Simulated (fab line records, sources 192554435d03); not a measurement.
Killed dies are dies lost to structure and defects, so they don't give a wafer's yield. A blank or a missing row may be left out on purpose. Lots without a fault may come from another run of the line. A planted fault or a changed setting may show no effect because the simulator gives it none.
Problem report in the 8D (eight disciplines) form, filled by code | flow n5_finfet | the parts of the form that need people (team, actions taken, sign-off) are left out

1. THE PROBLEM
oes_product_au at N5_SD_EPI_N_SD_RECESS_17 reads a mean of 1.165 a.u. on 4 wafers of 3 lots; wafers without a fault read 0.997 a.u. with a standard deviation of 0.015. That is +11 standard deviations from the usual mean.
The step: chemistry HBr/Cl2/O2, target depth 41 nm, time 23.7 s, bt time 3 s.
First seen on wafer L943.1, day 6 14:33, on rie_si-02. The record holds 37 wafers of 13 lots with a number at this step. Rule for "out", or "out of limits": more than 4 standard deviations from the usual mean. The other wafers with a number count as sound.

2. WHAT IT IS AND WHAT IT IS NOT
question                    | is                             | is not
which readings at this step | oes_product_au                 | drypump_motor_current_A, throttle_valve_pct
which lots                  | L943, L944, L945               | L929, L930, L931, L932, L933, L936, L937, L939, L942, L952
which wafers of those lots  | L943.1, L943.2, L944.1, L945.2 | L943.3, L944.3, L945.5
read on which tools         | rie_si-02                      | rie_si-03, rie_si-05
when                        | from day 6 14:33               | up to then (28 sound wafers); but 5 sound wafers of L944, L945, L952 came after

3. SUSPECTS, AND WHAT RULES EACH OUT
Counting: a tool at a process step up to the reading stays a suspect if it ran every lot that is out. Sound lots after the first of them don't rule it out here, since some wafers of a struck lot are sound.
- rie_si-02 at N5_SD_EPI_N_SD_RECESS_17 (chemistry HBr/Cl2/O2, target depth 41 nm, time 23.7 s, bt time 3 s): kept. It ran every lot that is out, first L943 (day 6 14:33); its last sound lot up to then is L939 (day 5 15:49). Its own readings are out on those wafers: oes_product_au.
Left after counting: rie_si-02 at N5_SD_EPI_N_SD_RECESS_17.

4. THE CAUSE (what the simulator had put in)
Process parameter drift: rie_si-02, from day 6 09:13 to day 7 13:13, at N5_SD_EPI_N_SD_RECESS_17. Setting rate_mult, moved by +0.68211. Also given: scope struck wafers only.
Counting left only this tool.

5. THE CHAIN OF EFFECTS, in route order
Each row: a reading whose mean over the struck wafers that have a number lies more than 3 standard deviations from the usual. Only readings for which the record gives a usual standard deviation are gone through. hours: the time from each lot's start at the first step in this table that gives one to its start at this step, as a median over the lots. sigmas: the change in usual standard deviations.
hours | step                     | reading        | usual      | on struck wafers | change | sigmas
0     | N5_SD_EPI_N_SD_RECESS_17 | oes_product_au | 0.997 a.u. | 1.165            | +0.168 | +11
The process steps in it:
- N5_SD_EPI_N_SD_RECESS_17: chemistry HBr/Cl2/O2, target depth 41 nm, time 23.7 s, bt time 3 s.

6. WHAT WOULD HAVE CAUGHT IT SOONER
In this record the first reading out of limits was taken at day 6 14:33, 5 hours after the fault began at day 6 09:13.
